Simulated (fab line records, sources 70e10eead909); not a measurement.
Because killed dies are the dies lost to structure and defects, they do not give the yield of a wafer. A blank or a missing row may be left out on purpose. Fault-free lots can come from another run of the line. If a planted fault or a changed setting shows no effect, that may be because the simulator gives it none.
fab line records ; flow nand_harc
record lots=13; wafers=39; last_day=35
route steps=1302 shown A_CONTACT@1005 A_BONDPAD@1226 THIN_TSV@1271 END@1302
lots that met no fault: from a run of the same line without faults
start_h: the number of hours between the record's first day and the start of the first shown wafer of the lot ; wait_h: hours since the lot's step before ; " identical to the entry in the row above ; L1.1+2: a row that stands for several wafers ; - either no value or no given start ; * or withheld: withheld ; < > ~ a bound
route shown NAME@n: names a module that has steps shown in the file, with the first one's number in the route ; usual: the fault-free wafers' mean and standard deviation ; same: alike in all rows ; chamber/n: place in a boat ; sites: the reading at each site ; _std_site: the values' standard deviation ; _edge_site: the outer-site mean with the inner-site mean subtracted ; radius_mm: how far each site lies from the wafer's centre ; mask NAME#n: copy n ; behind: the tool/chamber that last shaped the wafer ; hold: what put the lot on hold/how long, in hours/how the hold closed ; device: the n, p or np transistor that did not switch ; end of line: the same wafers' tests at the end of the route ; a step given without rows: its recipe and nothing more ; killed: count of dies lost to structure and defects at first sort (not the wafer's yield) ; map: a wafer's dies, marking killed ones x, the rest . and places with no die _
set.NAME: setting as actually run; set.NAME@STEP: the setting as run at that earlier step ; model.NAME: the simulator's own value behind a step, which no gauge read
the route's steps for a sample of lots (tables are steps, rows are wafers)
services: the hour from which a tool's chamber was out of use, counted from the record's first day as start_h (under 0 if before that day), plus the number of hours and why
## steps
# step NHARC_A_CONTACT_ETCH_111
# recipe source_w=withheld; pressure_mtorr=20; bias_v=withheld; time_s=140; target_depth_a=7000; ar_flow_sccm=withheld; c4f8_flow_sccm=withheld; o2_flow_sccm=withheld; chemistry=C4F8/O2/Ar
# usual chamber_pressure_mTorr=20.000/0.018
lot.wafer;tool;chamber;start_h;wait_h;chamber_pressure_mTorr;rf_hours_counter_h
L496.2;har_cap_etch-02;1;506.69;-;20.020;83
L496.3;har_cap_etch-02;1;506.69;-;19.960;-
L496.5;har_cap_etch-02;1;506.69;-;20.042;-
L498.2;har_cap_etch-02;0;512.53;-;20.016;86
L498.4;har_cap_etch-02;0;512.53;-;19.987;-
L498.5;har_cap_etch-02;0;512.53;-;20.022;-
L499.1;har_cap_etch-03;1;534.29;-;19.991;47
L499.5;har_cap_etch-03;1;534.29;-;19.999;-
L499.6;har_cap_etch-03;0;534.29;-;20.006;-
L503.1;har_cap_etch-02;0;594.24;-;19.986;92
L503.3;har_cap_etch-02;1;594.24;-;20.006;-
L503.6;har_cap_etch-02;1;594.24;-;19.992;-
L500.1;har_cap_etch-01;0;595.05;-;20.029;6
L500.3;har_cap_etch-01;0;595.05;-;20.007;-
L500.5;har_cap_etch-01;0;595.05;-;19.979;-
L506.4;har_cap_etch-02;0;603.16;-;19.995;-
L506.3;har_cap_etch-02;1;603.16;-;20.000;-
L506.5;har_cap_etch-02;0;603.16;-;19.991;-
L502.2;har_cap_etch-02;0;610.54;-;19.985;97
L502.4;har_cap_etch-02;0;610.54;-;19.999;-
L502.5;har_cap_etch-02;1;610.54;-;19.975;-
L508.1;har_cap_etch-03;0;632.19;-;19.991;58
L508.3;har_cap_etch-03;1;632.19;-;20.003;-
L508.4;har_cap_etch-03;0;632.19;-;19.964;-
L509.2;har_cap_etch-02;1;640.97;-;20.004;104
L509.1;har_cap_etch-02;0;640.97;-;20.008;104
L509.5;har_cap_etch-02;0;640.97;-;20.044;-
L514.1;har_cap_etch-01;1;682.49;-;19.997;28
L514.6;har_cap_etch-01;1;682.49;-;20.000;-
L514.5;har_cap_etch-01;0;682.49;-;19.964;-
L515.2;har_cap_etch-03;1;690.58;-;19.968;75
L515.1;har_cap_etch-03;0;690.58;-;20.004;75
L515.5;har_cap_etch-03;1;690.58;-;19.985;-
L518.3;har_cap_etch-01;1;725.06;-;19.968;-
L518.5;har_cap_etch-01;0;725.06;-;19.982;-
L518.6;har_cap_etch-01;1;725.06;-;19.992;-
L519.2;har_cap_etch-03;0;758.75;-;19.998;83
L519.3;har_cap_etch-03;1;758.75;-;20.000;-
L519.6;har_cap_etch-03;0;758.75;-;19.985;-
# step NHARC_A_BONDPAD_PRE_CLEAN_26
# recipe time_s=30; temp_c=280; gas=H2/He
# usual heater_power_w=422/31; susceptor_temp_C=279.97/0.18
lot.wafer;tool;chamber;start_h;wait_h;heater_power_w;susceptor_temp_C
L496.3;pvd_sputter-03;-;-;-;409;279.91
L496.2;pvd_sputter-03;-;-;-;465;279.75
L496.5;pvd_sputter-03;-;-;-;468;279.89
L498.2;pvd_sputter-03;-;-;-;404;280.05
L498.4;pvd_sputter-03;-;-;-;471;280.37
L498.5;pvd_sputter-03;-;-;-;409;280.25
L499.1;pvd_sputter-02;-;-;-;401;-
L499.6;pvd_sputter-02;-;-;-;408;-
L499.5;pvd_sputter-02;-;-;-;396;-
L503.1;pvd_sputter-01;-;-;-;446;279.87
L503.3;pvd_sputter-01;-;-;-;415;280.06
L503.6;pvd_sputter-01;-;-;-;436;279.74
L500.1;pvd_sputter-03;-;-;-;463;279.87
L500.3;pvd_sputter-03;-;-;-;414;280.14
L500.5;pvd_sputter-03;-;-;-;417;279.98
L506.4;pvd_sputter-01;-;-;-;441;279.96
L506.3;pvd_sputter-01;-;-;-;436;279.97
L506.5;pvd_sputter-01;-;-;-;406;279.66
L502.2;pvd_sputter-03;-;-;-;408;279.97
L502.4;pvd_sputter-03;-;-;-;479;279.92
L502.5;pvd_sputter-03;-;-;-;412;280.06
L508.1;pvd_sputter-03;-;-;-;476;279.78
L508.4;pvd_sputter-03;-;-;-;414;279.92
L508.3;pvd_sputter-03;-;-;-;415;280.02
L509.2;pvd_sputter-01;-;-;-;401;280.06
L509.1;pvd_sputter-01;-;-;-;438;280.31
L509.5;pvd_sputter-01;-;-;-;417;280.21
L514.1;pvd_sputter-02;-;-;-;414;280.19
L514.6;pvd_sputter-02;-;-;-;424;280.06
L514.5;pvd_sputter-02;-;-;-;380;280.23
L515.1;pvd_sputter-01;-;-;-;431;279.90
L515.2;pvd_sputter-01;-;-;-;489;279.94
L515.5;pvd_sputter-01;-;-;-;430;279.84
L518.3;pvd_sputter-02;-;-;-;401;280.15
L518.6;pvd_sputter-02;-;-;-;391;279.76
L518.5;pvd_sputter-02;-;-;-;377;279.68
L519.2;pvd_sputter-01;-;-;-;451;280.09
L519.3;pvd_sputter-01;-;-;-;437;280.18
L519.6;pvd_sputter-01;-;-;-;398;279.75
# step NHARC_THIN_TSV_PRE_CLEAN_50
# recipe time_s=30; temp_c=280; gas=H2/He
# usual heater_power_w=431/33; susceptor_temp_C=279.99/0.17
lot.wafer;tool;chamber;start_h;wait_h;heater_power_w;susceptor_temp_C
L496.2;pvd_sputter-03;-;-;-;419;279.83
L496.3;pvd_sputter-03;-;-;-;473;279.93
L496.5;pvd_sputter-03;-;-;-;415;279.94
L498.4;pvd_sputter-01;-;-;-;463;-
L498.2;pvd_sputter-01;-;-;-;432;-
L498.5;pvd_sputter-01;-;-;-;441;-
L499.1;pvd_sputter-03;-;-;-;462;280.02
L499.6;pvd_sputter-03;-;-;-;408;279.90
L499.5;pvd_sputter-03;-;-;-;399;280.33
L503.3;pvd_sputter-03;-;-;-;468;279.85
L503.1;pvd_sputter-03;-;-;-;410;280.04
L503.6;pvd_sputter-03;-;-;-;454;280.33
L500.1;pvd_sputter-02;-;-;-;376;280.05
L500.3;pvd_sputter-02;-;-;-;422;280.07
L500.5;pvd_sputter-02;-;-;-;391;279.95
L506.3;pvd_sputter-03;-;-;-;477;279.99
L506.4;pvd_sputter-03;-;-;-;460;279.75
L506.5;pvd_sputter-03;-;-;-;462;280.14
L502.2;pvd_sputter-03;-;-;-;419;279.95
L502.4;pvd_sputter-03;-;-;-;479;280.06
L502.5;pvd_sputter-03;-;-;-;409;279.99
L508.4;pvd_sputter-01;-;-;-;443;280.10
L508.3;pvd_sputter-01;-;-;-;432;279.90
L508.1;pvd_sputter-01;-;-;-;416;279.80
L509.2;pvd_sputter-02;-;-;-;410;280.07
L509.1;pvd_sputter-02;-;-;-;381;279.75
L509.5;pvd_sputter-02;-;-;-;387;279.96
L514.1;pvd_sputter-02;-;-;-;378;279.80
L514.6;pvd_sputter-02;-;-;-;371;279.68
L514.5;pvd_sputter-02;-;-;-;406;280.01
L515.1;pvd_sputter-02;-;-;-;391;279.94
L515.2;pvd_sputter-02;-;-;-;412;280.17
L515.5;pvd_sputter-02;-;-;-;370;280.28
L518.3;pvd_sputter-01;-;-;-;462;279.92
L518.5;pvd_sputter-01;-;-;-;441;280.00
L518.6;pvd_sputter-01;-;-;-;457;279.79
L519.3;pvd_sputter-03;-;-;-;449;279.83
L519.2;pvd_sputter-03;-;-;-;429;279.97
L519.6;pvd_sputter-03;-;-;-;483;280.26
# step NHARC_THIN_TSV_CD_MEAS_33
# recipe target_cd_nm=5000; landing_energy_ev=500
# usual cd_nm=5000.4/1.7
lot.wafer;tool;chamber;start_h;wait_h;cd_nm
L496.2;cd_sem-01;0;568.38;-;5001.5
L496.3;cd_sem-01;0;568.38;-;5000.4
L496.5;cd_sem-01;0;568.38;-;5001.4
L498.2;cd_sem-01;0;574.99;-;5001.8
L498.4;cd_sem-01;0;574.99;-;4997.2
L498.5;cd_sem-01;0;574.99;-;5000.6
L499.1;cd_sem-03;0;592.94;-;4999.6
L499.5;cd_sem-03;0;592.94;-;5000.3
L499.6;cd_sem-03;0;592.94;-;4996.9
L503.1;cd_sem-02;0;661.84;-;5000.1
L503.3;cd_sem-02;0;661.84;-;5000.1
L503.6;cd_sem-02;0;661.84;-;4997.1
L500.1;cd_sem-02;0;663.22;-;4998.6
L500.3;cd_sem-02;0;663.22;-;4999.0
L500.5;cd_sem-02;0;663.22;-;4997.2
L506.3;cd_sem-01;0;675.45;-;5004.0
L506.4;cd_sem-01;0;675.45;-;5001.2
L506.5;cd_sem-01;0;675.45;-;5000.2
L502.2;cd_sem-02;0;681.21;-;4997.9
L502.4;cd_sem-02;0;681.21;-;5001.6
L502.5;cd_sem-02;0;681.21;-;5003.4
L508.1;cd_sem-01;0;707.31;-;5001.8
L508.3;cd_sem-01;0;707.31;-;5001.3
L508.4;cd_sem-01;0;707.31;-;5002.3
L509.1;cd_sem-02;0;715.13;-;4996.8
L509.2;cd_sem-02;0;715.13;-;5001.1
L509.5;cd_sem-02;0;715.13;-;4997.6
L514.1;cd_sem-03;0;742.61;-;5002.2
L514.5;cd_sem-03;0;742.61;-;4999.9
L514.6;cd_sem-03;0;742.61;-;4999.3
L515.1;cd_sem-01;0;752.60;-;4997.4
L515.2;cd_sem-01;0;752.60;-;4996.4
L515.5;cd_sem-01;0;752.60;-;5001.0
L518.3;cd_sem-03;0;782.83;-;4998.3
L518.5;cd_sem-03;0;782.83;-;5000.8
L518.6;cd_sem-03;0;782.83;-;5000.7
L519.2;cd_sem-02;0;825.48;-;5000.9
L519.3;cd_sem-02;0;825.48;-;5000.5
L519.6;cd_sem-02;0;825.48;-;5000.7
# step NHARC_END_SORT_01
# recipe temp_c=25
# usual killed_at_array=54/18; killed_at_other=0.9/1.2; killed_at_periphery=4.4/2.9; killed_dies=59/18; killed_open=3.2/1.8; killed_short=2.6/1.8
# same gross_dies=677
lot.wafer;tool;chamber;start_h;wait_h;killed_at_array;killed_at_other;killed_at_periphery;killed_dies;killed_open;killed_short
L502.2;prober-02;0;691.13;2.8;124;0;13;137;2;4
L502.4;prober-02;0;692.71;3.4;134;0;10;144;3;3
L502.5;prober-02;0;693.51;3.7;66;0;10;76;5;3
L509.1;prober-02;0;728.20;2.6;123;0;6;129;4;2
L509.2;prober-02;0;729.00;2.8;43;1;2;46;3;1
L509.5;prober-02;0;731.37;3.7;125;0;3;128;3;1
# killed by level:class
L502.2 A_CONTACT:unspecified=88 A_CHANNEL_HOLE_D1:chamber_film_flake=21 P_STI:chamber_film_flake=8 A_CHANNEL_HOLE_D2:chamber_film_flake=6 A_ONON_D2:geometric_particle:short=2 P_CONTACT:chamber_film_flake=2 P_M2:chamber_film_flake=2 A_STAIRCASE:chamber_film_flake=2
L502.4 A_CONTACT:unspecified=85 A_CHANNEL_HOLE_D1:chamber_film_flake=18 A_CHANNEL_HOLE_D2:chamber_film_flake=15 P_STI:chamber_film_flake=3 P_CONTACT:chamber_film_flake=3 A_SLIT:chamber_film_flake=3 P_M2:chamber_film_flake=2 A_WL_FILL:chamber_film_flake=2
L502.5 A_CHANNEL_HOLE_D1:chamber_film_flake=21 A_CHANNEL_HOLE_D2:chamber_film_flake=20 A_CONTACT:chamber_film_flake=5 P_M2:chamber_film_flake=4 P_STI:chamber_film_flake=3 A_CHANNEL_FILL_D1:chamber_film_flake=3 A_BONDPAD:chamber_film_flake=3 A_SLIT:chamber_film_flake=2
L509.1 A_CONTACT:unspecified=85 A_CHANNEL_HOLE_D2:chamber_film_flake=23 A_CHANNEL_HOLE_D1:chamber_film_flake=7 A_CHANNEL_FILL_D2:chamber_film_flake=3 P_BONDPAD:chamber_film_flake=2 P_ZERO_WELL:geometric_particle:short=1 P_GATE:geometric_particle:open=1 A_SOURCE_PLATE:geometric_particle:open=1
L509.2 A_CHANNEL_HOLE_D2:chamber_film_flake=19 A_CHANNEL_HOLE_D1:chamber_film_flake=7 A_CONTACT:chamber_film_flake=7 A_SLIT:chamber_film_flake=4 A_DECK1_JOINT:geometric_particle:open=1 A_CHANNEL_HOLE_D2:geometric_particle:open=1 A_BLC:geometric_particle:open=1 P_GATE:chamber_film_flake=1
L509.5 A_CONTACT:unspecified=86 A_CHANNEL_HOLE_D2:chamber_film_flake=19 A_CHANNEL_HOLE_D1:chamber_film_flake=7 A_SLIT:chamber_film_flake=4 A_CONTACT:chamber_film_flake=3 P_M0:geometric_particle:open=2 A_SOURCE_PLATE:geometric_particle:short=1 A_SOURCE_PLATE:geometric_particle:open=1
## services
tool;chamber;start_h;hours;kind
har_cap_etch-01;-;497.00;17.0;pm
har_cap_etch-01;0;497.00;17.0;vent_cycle
har_cap_etch-01;1;497.00;17.0;vent_cycle
pvd_sputter-02;-;504.23;2.9;repair
har_cap_etch-01;0;514.00;-;clean
pvd_sputter-03;-;526.03;10.0;pm
pvd_sputter-01;-;541.99;3.6;repair
pvd_sputter-01;-;582.00;10.0;pm
har_cap_etch-02;-;619.11;1.3;repair
pvd_sputter-02;-;638.02;10.0;pm
pvd_sputter-02;-;664.95;2.2;repair
pvd_sputter-03;-;704.03;10.0;pm
pvd_sputter-01;-;731.91;5.0;repair
pvd_sputter-02;-;735.53;1.5;repair
pvd_sputter-03;-;740.42;3.6;repair
har_cap_etch-02;-;754.00;17.0;pm
har_cap_etch-02;0;754.00;17.0;vent_cycle
har_cap_etch-02;1;754.00;17.0;vent_cycle
pvd_sputter-01;-;760.00;10.0;pm
pvd_sputter-03;-;769.48;0.5;repair
har_cap_etch-02;0;771.00;-;clean
har_cap_etch-02;1;771.00;-;clean
pvd_sputter-02;-;806.68;2.1;repair
pvd_sputter-02;-;816.02;10.0;pm
## key
first_sign step=NHARC_END_SORT_01; reading=killed_dies; direction=up; sigmas=4.1; usual=59; struck=134
effect step=NHARC_END_SORT_01; reading=killed_at_array; direction=up; sigmas=4; usual=54; struck=126
more_kills_born_at NHARC_A_CONTACT_ETCH_111@har_cap_etch-02=332
met_at NHARC_A_CONTACT_ETCH_111
struck_lots L502,L509
struck_wafers L502.2,L502.4,L509.1,L509.5
tester_left_out L502,L509
not_acting_at NHARC_A_BONDPAD_PRE_CLEAN_26,NHARC_THIN_TSV_PRE_CLEAN_50,NHARC_THIN_TSV_CD_MEAS_33
onset_between 603.16 610.54
fault kind=chamber_particle_source; tool=har_cap_etch-02; chamber=0; onset_h=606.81; steps=NHARC_A_CONTACT_ETCH_111; rate_per_visit_cm2=0.84034; end_h=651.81
# tester_left_out: of these lots the tester's yield and bins aren't shown, on N5 and GAA mostly nor the transistor test; their killed dies are dies lost to structure and defects alone, not to doping, threshold or leakage, so they don't give the yield
